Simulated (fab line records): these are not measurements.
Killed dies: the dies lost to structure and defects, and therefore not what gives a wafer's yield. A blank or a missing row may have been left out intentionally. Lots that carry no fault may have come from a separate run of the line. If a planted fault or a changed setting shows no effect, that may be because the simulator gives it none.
Struck lot and sound lot, side by side || flow nand-harc || 14 steps out of a route of 1302
Sound: these wafers, L201.1, L201.2, L201.5. Struck: wafers L191.2, L191.3 (left out: L191.5, a lot-mate that was not struck); the cause follows at the end.
For every step that has rows: the tool of each side, followed by ch and its chambers, followed by its first start. Under that, the readings that differ: sound wafers || struck wafers || difference of the means || sigmas: that difference in standard deviations of wafers without a fault.
alike: words and numbers the same on both sides, and readings whose means are apart by under 2 such deviations; not compared: readings that were withheld, readings missing a value for some wafer, numbers with overlapping values and no deviation given by the record, and bounds like >300 which may hide the same value.
The two part at a step that has a row with sigmas, a row that says differs or no value, or rows on one side only. When numbers do not overlap yet have no deviation, they are printed without sigmas and do not part them. Lack of a reading on every wafer of one side parts them only where that side has two or more wafers.

NHARC_A_CHANNEL_HOLE_D1_CD_MEAS_30:
  sound on cd-sem-02, day 15 14:25; struck on cd-sem-03, day 11 15:09
  alike: cd-nm
NHARC_A_CHANNEL_HOLE_D1_XSEM_31:
  sound on xsem-01 ch 0, day 15 14:31; struck on xsem-01 ch 0, day 11 15:14
  alike: bot-cd-nm, bow-nm, tilt-deg
NHARC_A_CHANNEL_HOLE_D1_INSPECT_40:
  sound on defect-inspect-01, day 15 14:37; struck on defect-inspect-01, day 11 15:20
  alike: raw-defect-count
then, 2 steps without rows for these wafers: NHARC_A_CHANNEL_FILL_D1_PRECLEAN_00 (cleans in SC1); NHARC_A_CHANNEL_FILL_D1_SRD_01.
NHARC_A_CHANNEL_FILL_D1_ALD_02: deposits SiO2, target thk 6 nm, pulse time 10 s, ald cycles 60.
  sound on ald-hk-04 ch 0,1,2, day 15 14:53; struck on ald-hk-04 ch 1,3, day 11 15:32
  alike: heater-power-w, precursor-pulse-height-rel, susceptor-temp-C
  not compared: since-wet-clean-h
NHARC_A_CHANNEL_FILL_D1_ALD_03: deposits SiNx, target thk 6 nm, pulse time 60 s, ald cycles 58.
  sound on ald-sin-batch-01 ch 0; struck on ald-sin-batch-01 ch 0
  alike: precursor-pulse-height-rel
  not compared: susceptor-temp-C
NHARC_A_CHANNEL_FILL_D1_ALD_14: deposits SiO2, target thk 2.5 nm, pulse time 10 s, ald cycles 25.
  sound on ald-hk-01 ch 1,2,3, day 15 21:50; struck on ald-hk-01 ch 1,3, day 11 22:34
  alike: heater-power-w, precursor-pulse-height-rel, susceptor-temp-C
  not compared: since-wet-clean-h
then, 4 steps without rows for these wafers: NHARC_A_CHANNEL_FILL_D1_ALD_15 (deposits SiNx, target thk 2 nm, pulse time 60 s, ald cycles 19); NHARC_A_CHANNEL_FILL_D1_ALD_16 (deposits SiO2, target thk 1.5 nm, pulse time 10 s, ald cycles 15); NHARC_A_CHANNEL_FILL_D1_ANNEAL_17 (time 1800 s); NHARC_A_CHANNEL_FILL_D1_CVD_18 (deposits poly-Si, target thk 3 nm).
NHARC_A_CHANNEL_FILL_D1_ETCHBACK_19: etches the open film in HBr/Cl2, target depth 5 nm, time 1.7 s.
  sound on rie-si-04 ch 0,1,2, day 16 15:32; struck on rie-si-05 ch 0,3, day 12 15:33
{"reading": "oes-product-au (a.u.)", "sound": "1.012 0.991 1.009", "struck": "0.759 0.769", "difference": -0.240, "sigmas": -25}
  alike: drypump-motor-current-A, throttle-valve-pct
  not compared: rf-hours-counter-h
NHARC_A_CHANNEL_FILL_D1_ETCHBACK_20: etches the open film in C4F8/O2/Ar, target depth 27 nm, time 13.5 s.
  sound on rie-diel-04 ch 0,3, day 16 15:38; struck on rie-diel-12 ch 0,3, day 12 15:41
  alike: oes-product-au, rf-vpp-V
  not compared: rf-hours-counter-h

== WHERE THEY PART ==
Only at NHARC_A_CHANNEL_FILL_D1_ETCHBACK_19, as far as this record shows. Later steps at which nothing parts them and some readings are alike: NHARC_A_CHANNEL_FILL_D1_ETCHBACK_20.

WHY: whatever the simulator had introduced
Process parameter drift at NHARC_A_CHANNEL_FILL_D1_ETCHBACK_19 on rie-si-05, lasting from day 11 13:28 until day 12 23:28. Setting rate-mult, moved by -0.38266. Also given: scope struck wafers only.
